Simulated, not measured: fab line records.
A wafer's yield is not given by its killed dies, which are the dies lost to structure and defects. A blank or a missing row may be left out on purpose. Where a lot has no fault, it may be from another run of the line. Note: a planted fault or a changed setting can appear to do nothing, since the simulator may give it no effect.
Chamber matching | flow nand harc | 4 sister chambers for NHARC_P_BONDPAD_CMP_32 on cmp-02
The step polishes SiCN, target thk 200 nm. 20 wafers are shown with their chamber, then 10 later ones without.

## WAFERS WITH THEIR CHAMBER
wafer  | chamber | motor current A (A)
L076.2 | 1       | 12.6
L076.5 | 0       | 11.6
L076.6 | 3       | 10.9
L077.1 | 0       | 11.6
L077.2 | 2       | 11.8
L077.3 | 3       | 10.8
L077.4 | 1       | 13.2
L077.5 | 3       | 11.5
L077.6 | 2       | 10.8
L079.3 | 3       | 11.8
L079.4 | 0       | 11.9
L079.5 | 3       | 11.5
L080.2 | 3       | 11.7
L080.5 | 0       | 12.6
L080.6 | 1       | 13.3
L082.1 | 3       | 11.0
L082.4 | 1       | 13.4
L082.6 | 2       | 11.4
L089.1 | 0       | 11.9
L089.4 | 3       | 11.0

SIGNATURES (means of the wafers above)
reading         | chamber 0 | chamber 1 | chamber 2 | chamber 3 | scatter within a chamber
motor current A | 11.920    | 13.125    | 11.333    | 11.275    | 0.406
Rule: a wafer's distance from a chamber is the root of the sum, over the readings, of the square of ((its reading less the chamber's mean) divided by the reading's scatter). If the next closest chamber is less than 2 further off than the closest, the wafer can't be placed; otherwise it belongs to the closest. The scatter: the root of (the sum of the squares of (reading less its chamber's mean) over the shown wafers, divided by (wafers less chambers)).

## WAFERS WITH NO CHAMBER GIVEN
wafer  | motor current A (A)
L089.5 | 11.2
L094.1 | 11.5
L094.2 | 12.4
L094.4 | 11.6
L095.1 | 11.9
L095.4 | 11.8
L095.5 | 12.2
L096.1 | 11.2
L096.2 | 11.5
L096.6 | 11.6

## THE CHAMBER EACH PASSED THROUGH
wafer  | from the rows above               | in truth
L089.5 | can't be placed: 3 or 2 or 0      | 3
L094.1 | can't be placed: 2 or 3 or 0      | 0
L094.2 | can't be placed: 0 or 1 or 2 or 3 | 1
L094.4 | can't be placed: 2 or 0 or 3      | 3
L095.1 | can't be placed: 0 or 2 or 3      | 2
L095.4 | can't be placed: 0 or 2 or 3      | 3
L095.5 | can't be placed: 0 or 2 or 3 or 1 | 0
L096.1 | can't be placed: 3 or 2 or 0      | 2
L096.2 | can't be placed: 2 or 3 or 0      | 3
L096.6 | can't be placed: 2 or 0 or 3      | 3
Placed correctly: 0 of 10. Can't be placed from these rows: 10 (the true chamber is among the candidates in 10). Wrongly placed: 0.
